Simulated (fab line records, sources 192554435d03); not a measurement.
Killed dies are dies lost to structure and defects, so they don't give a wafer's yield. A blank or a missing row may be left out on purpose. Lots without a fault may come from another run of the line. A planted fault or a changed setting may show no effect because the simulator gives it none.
fab line records | flow n5_finfet
record lots=13 wafers=39 last_day=18
route steps=1938 shown MOL_CONTACT_COAG@557 MIM_TOP_ETCH@1852 PASS1_CAP@1874 PASSIVATION@1906
lots that met no fault: from a run of the same line without faults
start_h: hours from the record's first day to the start of the lot's first wafer shown | wait_h: hours since the lot's step before | " the same as in the row above | L1.1+2: a row that stands for several wafers | - no value, or no start given | * or withheld: withheld | < > ~ a bound
route shown NAME@n: a module of which the file shows steps, and the number in the route of the first | usual: mean/standard deviation of fault-free wafers | same: alike in all rows | chamber/n: place in a boat | sites: the reading at each site | _std_site: their standard deviation | _edge_site: outer sites' mean less inner sites' | radius_mm: how far each site lies from the wafer's centre | mask NAME#n: copy n | behind: the tool/chamber that last shaped the wafer | hold: why the lot was held/for how many hours/how that ended | device: the transistor (n, p or np) that didn't switch | end of line: the same wafers' tests at the end of the route | a step without rows: its recipe alone | killed: dies lost to structure and defects at the first sort, not the wafer's yield | map: a wafer's dies, x killed, . not, _ none there
set.NAME: the setting as run; set.NAME@STEP: as run at that earlier step | model.NAME: the simulator's own value behind a step, which no gauge read
steps of the route over a sample of lots; a table a step, a row a wafer
services: from which hour (start_h, from the record's first day; less than 0 if before it) a tool's chamber was out of use, for how many hours, and why
## steps
# step N5_MOL_CONTACT_COAG_WET_ETCH_26
# recipe target=Co target_depth_nm=13
# columns lot.wafer tool chamber start_h wait_h
L381.1+4+5 wet_bench-06 1,6,3 102.21 0.0
L383.1+4+5 wet_bench-06 1,2,3 114.61 0.0
L384.1+4+6 wet_bench-03 0,7,5 115.29 0.0
L386.2+3+6 wet_bench-04 1,0,7 135.24 0.0
L387.1+4+5 wet_bench-04 1,5,6 136.55 0.0
L392.1+4+5 wet_bench-04 6,5,2 168.02 0.0
L393.4+5+6 wet_bench-03 3,0,4 175.85 0.0
L395.3+4+6 wet_bench-03 6,5,1 184.90 0.0
L394.1+4+6 wet_bench-04 2,5,4 188.85 0.0
L397.2+3+4 wet_bench-03 1,7,3 200.53 0.0
L398.2+4+5 wet_bench-04 3,4,1 205.21 0.0
L400.2+4+5 wet_bench-04 4,6,1 212.89 0.0
L401.1+3+6 wet_bench-04 1,7,6 222.71 0.0
# step N5_MIM_TOP_ETCH_STRIP_01
# recipe chemistry=O2 power_w=600 temp_c=60 pressure_mtorr=30 rf_frequency_hz=6e+07 bias_power_w=0 overash_fraction=0.5 o2_flow_sccm=225
# usual drypump_motor_current_A=5.7/0.54 oes_product_au=0.78/0.066 rf_vpp_V=3.5/1.3 showerhead_plenum_p_Torr=2.09/0.068 throttle_valve_pct=16.59/0.16
# columns lot.wafer tool chamber start_h wait_h drypump_motor_current_A oes_product_au rf_hours_counter_h rf_vpp_V showerhead_plenum_p_Torr throttle_valve_pct
L381.1 rie_diel-06 2 315.26 0.2 6.6 0.92 14 4.0 2.06 16.53
L381.4 " 2 " " 6.6 0.96 - 1.5 2.06 16.53
L381.5 " 1 " " 5.2 0.80 - 2.8 2.03 16.72
L384.1 rie_diel-05 2 327.37 0.1 5.3 0.85 71 4.5 2.03 16.47
L384.4 " 0 " " 5.1 0.71 198 3.9 2.17 16.58
L384.6 " 3 " " 5.8 0.72 - 3.9 2.18 16.54
L383.1 rie_diel-02 0 334.39 0.1 5.8 0.78 138 4.3 2.11 16.47
L383.4 " 3 " " 4.7 0.80 110 3.4 2.01 16.39
L383.5 " 3 " " 4.7 0.77 - 3.8 2.01 16.40
L392.1 rie_diel-05 0 365.38 0.1 5.0 0.72 208 5.2 2.16 16.63
L392.4 " 3 " " 5.8 0.72 200 5.3 2.18 16.53
L392.5 " 1 " " 6.0 0.71 - 4.7 2.08 16.58
L395.3 rie_diel-06 0 369.93 0.1 6.2 0.92 22 2.7 2.06 16.17
L395.4 " 3 " " 5.8 0.75 166 2.8 2.01 16.94
L395.6 " 3 " " 5.8 0.75 - 3.7 2.01 16.96
L393.4 rie_diel-02 2 371.41 0.1 6.1 0.75 128 3.1 2.11 16.84
L393.5 " 0 " " 5.7 0.75 - 2.8 2.11 16.43
L393.6 " 1 " " 6.4 0.79 - 3.5 2.22 16.71
L394.1 rie_diel-02 2 388.45 0.1 6.1 0.76 131 3.1 2.11 16.85
L394.4 " 1 " " 6.4 0.81 94 2.8 2.22 16.67
L394.6 " 0 " " 5.8 0.76 - 1.7 2.10 16.39
L398.2 rie_diel-05 3 403.22 0.1 5.8 0.70 210 4.4 2.18 16.59
L398.4 " 0 " " 5.0 0.71 218 3.1 2.16 16.61
L398.5 " 1 " " 6.0 0.71 - 4.4 2.08 16.56
L397.2 rie_diel-05 3 404.06 0.3 5.8 0.70 210 1.8 2.18 16.52
L397.3 " 2 " " 5.3 0.82 91 2.8 2.03 16.50
L397.4 " 0 " " 5.0 0.72 218 4.7 2.16 16.63
L400.2 rie_diel-02 0 413.72 0.1 5.8 0.75 160 5.4 2.10 16.43
L400.4 " 1 " " 6.4 0.79 101 6.9 2.22 16.67
L400.5 " 0 " " 5.8 0.75 - 3.2 2.10 16.44
L401.1 rie_diel-02 3 431.71 0.2 4.8 0.73 139 5.2 2.00 16.47
L401.3 " 1 " " 6.4 0.78 107 3.4 2.21 16.71
L401.6 " 1 " " 6.4 0.82 - 3.5 2.21 16.67
# step N5_PASSIVATION_PECVD_01
# recipe material=SiNx target_thk_a=2000 temp_c=400 precursor=SiH4/NH3/N2 pressure_torr=4.9 rf_w=1406 time_s=43.2
# usual chamber_pressure_Torr=4.901/0.011 heater_power_w=361/58 showerhead_plenum_p_Torr=8.66/0.058 throttle_valve_pct=29.7/1.5
# columns lot.wafer tool chamber start_h wait_h chamber_pressure_Torr heater_power_w showerhead_plenum_p_Torr throttle_valve_pct
L381.1 pecvd-03 0 316.94 0.0 4.911 353 8.67 30.3
L381.4 " 0 " " 4.910 360 8.66 30.4
L381.5 " 2 " " 4.909 263 8.57 28.6
L384.1 pecvd-04 2 329.02 0.0 4.879 435 8.62 30.3
L384.4 " 0 " " 4.898 331 8.73 30.0
L384.6 " 2 " " 4.907 431 8.61 30.8
L383.1 pecvd-04 1 335.94 0.0 4.902 385 8.67 27.7
L383.4 " 0 " " 4.917 339 8.74 29.9
L383.5 " 1 " " 4.914 398 8.67 27.7
L392.1 pecvd-04 2 366.81 0.0 4.921 447 8.59 30.5
L392.4 " 1 " " 4.892 339 8.69 28.0
L392.5 " 2 " " 4.902 448 8.64 30.6
L395.3 pecvd-01 0 371.67 0.0 4.889 251 8.66 30.0
L395.4 " 2 " " 4.909 354 8.74 28.1
L395.6 " 0 " " 4.896 261 8.66 29.8
L393.4 pecvd-04 0 372.99 0.0 4.881 379 8.76 30.0
L393.5 " 1 " " 4.885 403 8.68 27.5
L393.6 " 2 " " 4.890 428 8.61 30.4
L394.1 pecvd-04 2 390.04 0.0 4.895 457 8.64 30.7
L394.4 " 0 " " 4.895 314 8.75 29.6
L394.6 " 2 " " 4.886 451 8.64 30.8
L398.2 pecvd-04 0 404.70 0.0 4.905 342 8.75 29.8
L398.4 " 2 " " 4.906 442 8.61 30.8
L398.5 " 0 " " 4.901 360 8.74 30.0
L397.2 pecvd-04 0 405.53 0.0 4.908 384 8.73 30.3
L397.3 " 2 " " 4.917 431 8.62 30.5
L397.4 " 0 " " 4.910 384 8.72 30.2
L400.2 pecvd-01 1 415.67 0.0 4.912 421 8.63 33.4
L400.4 " 1 " " 4.898 415 8.64 33.1
L400.5 " 2 " " 4.905 294 8.75 27.9
L401.1 pecvd-03 1 433.37 0.0 4.896 395 8.58 28.0
L401.3 " 1 " " 4.899 403 8.61 28.4
L401.6 " 1 " " 4.888 406 8.60 28.0
# step N5_PASSIVATION_OVL_MEAS_63
# recipe points_per_wafer=44
# usual PAD_OVL=5/4.4
# columns lot.wafer tool chamber start_h wait_h PAD_OVL[nm]
L381.1 overlay-02 0 318.98 0.0 12
L381.4 " 0 " " 4
L381.5 " 0 " " 6
L384.1 overlay-02 0 333.43 0.0 5
L384.4 " 0 " " 4
L384.6 " 0 " " 6
L383.1 overlay-02 0 337.95 0.0 10
L383.4 " 0 " " 8
L383.5 " 0 " " 11
L392.1 overlay-01 0 371.04 0.0 3
L392.4 " 0 " " 5
L392.5 " 0 " " 2
L395.3 overlay-02 0 375.34 0.0 7
L395.4 " 0 " " 3
L395.6 " 0 " " 0
L393.4 overlay-02 0 377.40 0.0 3
L393.5 " 0 " " 0
L393.6 " 0 " " 0
L394.1 overlay-01 0 392.62 0.0 1
L394.4 " 0 " " 7
L394.6 " 0 " " 5
L398.2 overlay-01 0 407.42 0.0 11
L398.4 " 0 " " 12
L398.5 " 0 " " 5
L397.2 overlay-01 0 407.95 0.0 4
L397.3 " 0 " " -2
L397.4 " 0 " " 6
L400.2 overlay-01 0 421.31 0.0 1
L400.4 " 0 " " 5
L400.5 " 0 " " 6
L401.1 overlay-01 0 437.52 0.0 7
L401.3 " 0 " " 11
L401.6 " 0 " " 9
# step N5_PASSIVATION_PROBE_49
# usual killed_at_M0_to_M3=36/11 killed_at_M4_up=14/5.6 killed_at_contacts=11/5.6 killed_at_front_end=40/12 killed_at_other=4/3.2 killed_dies=105/17 killed_on_rim=14/3.4 killed_open=69/12 killed_short=34/8.4
# same gross_dies=1180 killed_at_back_side=0
# columns lot.wafer tool chamber start_h wait_h killed_at_M0_to_M3 killed_at_M4_up killed_at_contacts killed_at_front_end killed_at_other killed_dies killed_on_rim killed_open killed_short
L386.2 prober-01 - 339.82 0.1 21 29 1071 59 0 1180 152 81 41
L386.3 prober-01 - 339.87 0.1 23 15 1070 71 1 1180 152 77 44
L386.6 prober-01 - 340.02 0.3 35 20 1069 55 1 1180 152 91 37
L387.1 prober-01 - 343.21 0.0 51 14 1064 44 7 1180 152 77 50
L387.4 prober-01 - 343.36 0.2 49 8 1088 29 6 1180 152 64 37
L387.5 prober-01 - 343.41 0.2 33 14 1087 41 5 1180 152 67 37
L392.1 prober-02 - 376.69 0.0 43 13 3 48 4 111 13 72 38
L392.4 prober-02 - 376.84 0.2 22 17 23 39 6 107 20 63 40
L392.5 prober-02 - 376.89 0.2 26 7 8 36 5 82 8 58 22
L395.3 prober-02 - 380.28 0.1 26 11 8 28 7 80 11 56 19
L395.4 prober-02 - 380.33 0.2 22 12 8 34 6 82 12 49 29
L395.6 prober-02 - 380.43 0.3 35 5 9 31 2 82 10 47 33
L393.4 prober-01 - 382.69 0.2 60 17 8 33 1 119 10 75 43
L393.5 prober-01 - 382.74 0.2 32 13 15 61 0 121 14 88 31
L393.6 prober-01 - 382.79 0.3 33 15 7 49 0 104 16 71 32
L394.1 prober-02 - 397.59 0.0 43 11 4 34 1 93 17 57 29
L394.4 prober-02 - 397.74 0.2 25 12 10 44 7 98 15 63 35
L394.6 prober-02 - 397.84 0.3 20 19 12 39 11 101 17 74 25
# killed by level:class
L386.2 MOL_CONTACT_COAG:area_etch=1055 BEOL_M4:geometric_particle:open=21 FIN_SAQP:geometric_particle:short=15 MOL_CONTACT_COAG:geometric_particle:open=15 STI_FIN_REVEAL:geometric_particle:open=10 FIN_SAQP:geometric_particle:open=7 DUMMY_GATE:geometric_particle:open=7 BEOL_M0_SAQP:geometric_particle:short=6
L386.3 MOL_CONTACT_COAG:area_etch=1055 STI_FIN_REVEAL:geometric_particle:open=13 FIN_SAQP:geometric_particle:open=11 MOL_CONTACT_COAG:geometric_particle:open=11 FIN_SAQP:geometric_particle:short=10 DUMMY_GATE:geometric_particle:open=9 GATE_CUT:geometric_particle:short=8 BEOL_M0_SAQP:geometric_particle:short=7
L386.6 MOL_CONTACT_COAG:area_etch=1050 STI_FIN_REVEAL:geometric_particle:open=16 MOL_CONTACT_COAG:geometric_particle:open=15 GATE_CUT:geometric_particle:short=9 BEOL_M3:geometric_particle:open=8 BEOL_M4:geometric_particle:open=8 FIN_SAQP:geometric_particle:open=6 BEOL_M0_SAQP:geometric_particle:open=6
L387.1 MOL_CONTACT_COAG:area_etch=1052 BEOL_M0_SAQP:geometric_particle:short=16 BEOL_M3:geometric_particle:open=11 STI_FIN_REVEAL:geometric_particle:open=10 MOL_CONTACT_COAG:geometric_particle:open=9 BEOL_M0_SAQP:geometric_particle:open=8 FIN_SAQP:geometric_particle:open=7 BEOL_M3:geometric_particle:short=7
L387.4 MOL_CONTACT_COAG:area_etch=1078 BEOL_M1:geometric_particle:open=14 MOL_CONTACT_COAG:geometric_particle:open=8 BEOL_M2:geometric_particle:open=7 BEOL_M0_SAQP:geometric_particle:open=7 BEOL_M0_SAQP:geometric_particle:short=7 FIN_SAQP:geometric_particle:open=6 STI_FIN_REVEAL:geometric_particle:open=6
L387.5 MOL_CONTACT_COAG:area_etch=1076 BEOL_M1:geometric_particle:open=9 STI_FIN_REVEAL:geometric_particle:open=9 BEOL_M0_SAQP:geometric_particle:short=9 DUMMY_GATE:geometric_particle:open=7 MOL_CONTACT_COAG:geometric_particle:open=7 FIN_SAQP:geometric_particle:open=5 BEOL_M6:geometric_particle:open=5
L392.1 BEOL_M0_SAQP:geometric_particle:open=14 STI_FIN_REVEAL:geometric_particle:open=13 BEOL_M0_SAQP:geometric_particle:short=11 BEOL_M2:geometric_particle:open=8 FIN_SAQP:geometric_particle:open=7 FIN_SAQP:geometric_particle:short=7 STI_FIN_REVEAL:geometric_particle:short=4 BEOL_M3:geometric_particle:open=4
L392.4 MOL_CONTACT_COAG:geometric_particle:open=17 BEOL_M4:geometric_particle:open=9 FIN_SAQP:geometric_particle:short=8 STI_FIN_REVEAL:geometric_particle:open=6 MOL_CONTACT_COAG:geometric_particle:short=6 BEOL_M0_SAQP:geometric_particle:short=6 BEOL_M0_SAQP:geometric_particle:open=6 BEOL_M3:geometric_particle:open=6
L392.5 STI_FIN_REVEAL:geometric_particle:open=12 MOL_CONTACT_COAG:geometric_particle:open=8 BEOL_M0_SAQP:geometric_particle:open=8 BEOL_M2:geometric_particle:open=8 DUMMY_GATE:geometric_particle:open=6 ILD0:geometric_particle:short=4 GATE_CUT:geometric_particle:short=3 BEOL_M0_SAQP:geometric_particle:short=3
L395.3 STI_FIN_REVEAL:geometric_particle:open=12 MOL_CONTACT_COAG:geometric_particle:open=6 BEOL_M3:geometric_particle:open=6 DUMMY_GATE:geometric_particle:open=4 BEOL_M0_SAQP:geometric_particle:short=4 BEOL_M1:geometric_particle:open=4 BEOL_M2:geometric_particle:open=4 BEOL_M6:geometric_particle:open=4
L395.4 FIN_SAQP:geometric_particle:open=9 MOL_CONTACT_COAG:geometric_particle:open=7 BEOL_M0_SAQP:geometric_particle:short=6 BEOL_M0_SAQP:geometric_particle:open=5 STARTING-WAFER:geometric_particle:short=5 FIN_SAQP:geometric_particle:short=4 BEOL_M1:geometric_particle:open=4 BEOL_M4:geometric_particle:open=4
L395.6 BEOL_M0_SAQP:geometric_particle:short=12 BEOL_M0_SAQP:geometric_particle:open=9 MOL_CONTACT_COAG:geometric_particle:open=8 FIN_SAQP:geometric_particle:open=6 DUMMY_GATE:geometric_particle:open=6 BEOL_M3:geometric_particle:open=5 GATE_CUT:geometric_particle:short=4 BEOL_M2:geometric_particle:open=4
L393.4 BEOL_M0_SAQP:geometric_particle:open=25 BEOL_M0_SAQP:geometric_particle:short=20 FIN_SAQP:geometric_particle:open=7 MOL_CONTACT_COAG:geometric_particle:open=7 BEOL_M4:geometric_particle:open=5 STARTING-WAFER:geometric_particle:short=5 GATE_CUT:geometric_particle:short=4 BEOL_M2:geometric_particle:open=4
L393.5 FIN_SAQP:geometric_particle:open=30 MOL_CONTACT_COAG:geometric_particle:open=13 BEOL_M0_SAQP:geometric_particle:short=11 BEOL_M0_SAQP:geometric_particle:open=9 STI_FIN_REVEAL:geometric_particle:open=9 FIN_SAQP:geometric_particle:short=7 BEOL_M1:geometric_particle:open=5 STARTING-WAFER:geometric_particle:open=5
L393.6 STI_FIN_REVEAL:geometric_particle:open=21 BEOL_M0_SAQP:geometric_particle:short=12 BEOL_M0_SAQP:geometric_particle:open=11 FIN_SAQP:geometric_particle:open=9 BEOL_M4:geometric_particle:open=7 GATE_CUT:geometric_particle:short=5 MOL_CONTACT_COAG:geometric_particle:open=5 BEOL_M5:geometric_particle:open=5
L394.1 BEOL_M0_SAQP:geometric_particle:short=8 BEOL_M3:geometric_particle:open=8 BEOL_M0:geometric_particle:open=7 STI_FIN_REVEAL:geometric_particle:open=6 HKMG_FIN:area_etch=6 BEOL_M0_SAQP:geometric_particle:open=5 BEOL_M3:geometric_particle:short=5 FIN_SAQP:geometric_particle:open=4
L394.4 MOL_CONTACT_COAG:geometric_particle:open=10 DUMMY_GATE:geometric_particle:open=8 BEOL_M2:geometric_particle:open=8 FIN_SAQP:geometric_particle:short=7 STI_FIN_REVEAL:geometric_particle:open=6 BEOL_M0_SAQP:geometric_particle:short=6 FIN_SAQP:geometric_particle:open=5 GATE_CUT:geometric_particle:open=4
L394.6 BEOL_M4:geometric_particle:open=10 MOL_CONTACT_COAG:geometric_particle:open=9 DUMMY_GATE:geometric_particle:open=7 STI_FIN_REVEAL:geometric_particle:open=6 BEOL_M0_SAQP:geometric_particle:short=6 STARTING-WAFER:geometric_particle:open=5 BEOL_M2:geometric_particle:open=5 FIN_SAQP:geometric_particle:open=4
## services
# columns tool chamber start_h hours kind
pecvd-01 2 87.25 2.8 repair
rie_diel-02 0 96.26 6.7 repair
rie_diel-02 - 97.17 0.2 repair
pecvd-01 2 110.55 7.9 repair
pecvd-03 0 112.17 8.8 repair
rie_diel-02 - 112.60 2.8 pm
wet_bench-06 - 115.37 2.7 repair
rie_diel-06 2 128.81 12.8 repair
rie_diel-06 - 143.51 0.7 repair
rie_diel-02 3 173.20 15.3 repair
rie_diel-02 0 191.16 13.6 repair
wet_bench-04 - 218.60 2.1 repair
wet_bench-03 - 218.99 4.4 pm
wet_bench-04 - 242.27 1.9 pm
rie_diel-05 1 268.62 5.2 repair
pecvd-04 0 282.82 14.2 repair
rie_diel-05 0 295.90 7.5 repair
rie_diel-02 - 306.21 0.9 repair
rie_diel-05 - 311.94 4.3 pm
rie_diel-05 - 332.69 0.7 repair
rie_diel-02 2 401.27 1.5 repair
pecvd-04 0 416.56 4.7 repair
rie_diel-05 3 426.73 15.0 repair
rie_diel-02 0 427.45 2.2 repair
## key
first_sign step=N5_PASSIVATION_PROBE_49 reading=killed_at_contacts direction=up sigmas=99+ usual=11 struck=1075
effect step=N5_PASSIVATION_PROBE_49 reading=killed_dies direction=up sigmas=62 usual=105 struck=1180
more_kills_born_at N5_MOL_CONTACT_COAG_WET_ETCH_26@wet_bench-04=6366
met_at N5_MOL_CONTACT_COAG_WET_ETCH_26
struck_lots L386,L387
later_rows_left_out L386.2,L386.3,L386.6,L387.1,L387.4,L387.5
tester_left_out L386,L387
not_acting_at N5_MIM_TOP_ETCH_STRIP_01,N5_PASSIVATION_PECVD_01,N5_PASSIVATION_OVL_MEAS_63
fault kind=skipped_step_whole tool=wet_bench-04 chamber=- onset_h=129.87 steps=N5_MOL_CONTACT_COAG_WET_ETCH_26 scope=struck_lots_only
# tester_left_out: of these lots the tester's yield and bins aren't shown, on N5 and GAA mostly nor the transistor test; their killed dies are dies lost to structure and defects alone, not to doping, threshold or leakage, so they don't give the yield
# later_rows_left_out: the simulator's readings of these wafers behind a module that went badly wrong aren't trusted and aren't shown, but for the sort
